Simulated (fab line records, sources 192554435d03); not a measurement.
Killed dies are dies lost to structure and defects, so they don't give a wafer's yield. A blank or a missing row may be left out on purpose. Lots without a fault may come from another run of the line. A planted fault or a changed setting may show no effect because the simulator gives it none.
Chamber matching | flow n5_finfet | N5_BEOL_M7_STRIP_67 on rie_diel-06: 4 sister chambers
The step strips in CF4. 16 wafers are shown with their chamber, then 8 later ones without.

WAFERS WITH THEIR CHAMBER
wafer  | chamber | drypump_motor_current_A (A) | throttle_valve_pct (%) | oes_product_au (a.u.)
L074.1 | 1       | 5.7                         | 13.87                  | 0.74
L074.2 | 0       | 5.2                         | 13.51                  | 0.83
L074.3 | 3       | 6.2                         | 13.33                  | 0.87
L074.4 | 2       | 6.0                         | 13.87                  | 0.70
L074.5 | 1       | 5.7                         | 13.87                  | 0.73
L074.6 | 0       | 5.2                         | 13.48                  | 0.83
L077.3 | 0       | 5.2                         | 13.50                  | 0.82
L077.4 | 1       | 5.7                         | 13.89                  | 0.73
L077.6 | 3       | 6.2                         | 13.36                  | 0.86
L079.1 | 0       | 5.2                         | 13.52                  | 0.83
L079.4 | 2       | 6.0                         | 13.92                  | 0.69
L079.6 | 1       | 5.7                         | 13.89                  | 0.73
L078.2 | 2       | 6.1                         | 13.93                  | 0.69
L078.3 | 1       | 5.7                         | 13.90                  | 0.73
L078.6 | 3       | 6.2                         | 13.36                  | 0.85
L080.4 | 3       | 6.2                         | 13.37                  | 0.85

SIGNATURES (means of the wafers above)
reading                 | chamber 0 | chamber 1 | chamber 2 | chamber 3 | scatter within a chamber
drypump_motor_current_A | 5.200     | 5.700     | 6.033     | 6.200     | 0.0236
throttle_valve_pct      | 13.5025   | 13.8840   | 13.9067   | 13.3550   | 0.0195
oes_product_au          | 0.8275    | 0.7320    | 0.6933    | 0.8575    | 0.00643
Rule: a wafer's distance from a chamber is the root of the sum, over the readings, of the square of ((its reading less the chamber's mean) divided by the reading's scatter). The wafer belongs to the nearest chamber; if the next one is less than 2 further off, it can't be placed. The scatter: the root of (the sum of the squares of (reading less its chamber's mean) over the shown wafers, divided by (wafers less chambers)).

WAFERS WITHOUT THEIR CHAMBER
wafer  | drypump_motor_current_A (A) | throttle_valve_pct (%) | oes_product_au (a.u.)
L080.5 | 5.7                         | 13.90                  | 0.72
L080.6 | 6.0                         | 13.91                  | 0.69
L081.3 | 6.2                         | 13.39                  | 0.84
L081.5 | 6.1                         | 13.94                  | 0.69
L081.6 | 6.2                         | 13.38                  | 0.83
L093.1 | 6.2                         | 13.43                  | 0.81
L093.3 | 5.2                         | 13.58                  | 0.79
L093.4 | 6.0                         | 13.42                  | 0.93

WHICH CHAMBER EACH WENT THROUGH
wafer  | from the rows above | in truth
L080.5 | 1                   | 1
L080.6 | 2                   | 2
L081.3 | 3                   | 3
L081.5 | 2                   | 2
L081.6 | 3                   | 3
L093.1 | 3                   | 3
L093.3 | 0                   | 0
L093.4 | 3                   | 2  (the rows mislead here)
Placed correctly: 7 of 8. Can't be placed from these rows: 0. Placed wrongly: 1.
